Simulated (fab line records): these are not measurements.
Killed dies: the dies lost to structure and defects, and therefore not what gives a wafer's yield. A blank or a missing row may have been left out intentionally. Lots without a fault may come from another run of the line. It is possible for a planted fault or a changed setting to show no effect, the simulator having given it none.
A struck lot beside a sound one + flow nandHarc + 14 out of 1302 route steps
Sound: these wafers, L112.1, L112.2, L112.6. Wafers struck: L108.3, L108.4, L108.5. The cause is given at the end.
Each step with rows lists, per side, the tool, then ch with its chambers, then its first start. Under that, the readings that differ: sound wafers + struck wafers + difference of the means + sigmas: that difference in standard deviations of wafers without a fault.
alike: words and numbers the same on both sides, and readings whose means are apart by under 2 such deviations; not compared: readings that were withheld, readings missing a value for some wafer, numbers with overlapping values and no deviation given by the record, and bounds like >300 which may hide the same value.
Wherever a step has rows on one side only, a row that says differs or no value, or a row with sigmas, the two part there. Numbers that don't overlap but have no deviation are shown without sigmas and don't part them. Lack of a reading on every wafer of one side parts them only where that side has two or more wafers.

NHARC_A_SOURCE_PLATE_THK_MEAS_06: measures by ellipsometry.
  sound: filmMetro-02 at day 13 04:38; struck: filmMetro-02 at day 11 10:46
  alike: thkNm
NHARC_A_SOURCE_PLATE_INSPECT_08:
  sound: defectInspect-01 at day 13 04:42; struck: defectInspect-01 at day 11 10:53
  alike: rawDefectCount
following that, 1 step holds no rows for these wafers, namely NHARC_A_ONON_D1_DEP_00 (target thickness 1000 nm).
NHARC_A_ONON_D1_THK_MEAS_02: measures by ellipsometry.
  sound: filmMetro-01 at day 13 05:17; struck: filmMetro-02 at day 11 11:28
| reading    | sound         | struck         | difference | sigmas |
|------------|---------------|----------------|------------|--------|
| thkNm (nm) | 1001 1000 999 | 1017 1017 1016 | +17        | +2     |
following that, 1 step holds no rows for these wafers, namely NHARC_A_ONON_D1_DEP_03 (target thickness 1000 nm).
NHARC_A_ONON_D1_THK_MEAS_05: measures by ellipsometry.
  sound: filmMetro-01 at day 13 05:51; struck: filmMetro-02 at day 11 12:01
  alike: thkNm
following that, 1 step holds no rows for these wafers, namely NHARC_A_ONON_D1_DEP_06 (target thickness 1000 nm).
NHARC_A_ONON_D1_THK_MEAS_08: measures by ellipsometry.
  sound: filmMetro-02 at day 13 06:25; struck: filmMetro-02 at day 11 12:35
  alike: thkNm
following that, 1 step holds no rows for these wafers, namely NHARC_A_ONON_D1_DEP_09 (target thickness 1000 nm).
NHARC_A_ONON_D1_THK_MEAS_11: measures by ellipsometry.
  sound: filmMetro-02 at day 13 06:59; struck: filmMetro-01 at day 11 13:10
  alike: thkNm
NHARC_A_ONON_D1_DEP_12: target thk 1000 nm.
  sound on pecvdOnon-03 ch 0, day 13 07:02; struck on pecvdOnon-02 ch 0, day 11 13:20
NHARC_A_ONON_D1_THK_MEAS_14: measures by ellipsometry.
  sound: filmMetro-01 at day 13 07:34; struck: filmMetro-02 at day 11 13:44
| reading    | sound          | struck      | difference | sigmas |
|------------|----------------|-------------|------------|--------|
| thkNm (nm) | 1009 1012 1010 | 297 298 296 | -713       | -83    |
then, 1 step without rows for these wafers: NHARC_A_ONON_D1_ANNEAL_15 (time 3600 s).
-- the record jumps here: 16 days lie between the struck wafers' starts before and after (it left off in module A_ONON_D1 and takes up again in module END, whose first step shown is number 1302 of the route) --
NHARC_END_SORT_01:
  here the record holds rows for the struck wafers (prober-02 ch 0, day 27 17:40) but none for the sound ones

## WHERE THEY PART
Last at NHARC_END_SORT_01 as far as this record goes, first at NHARC_A_ONON_D1_THK_MEAS_02.

WHY: what the simulator had put in
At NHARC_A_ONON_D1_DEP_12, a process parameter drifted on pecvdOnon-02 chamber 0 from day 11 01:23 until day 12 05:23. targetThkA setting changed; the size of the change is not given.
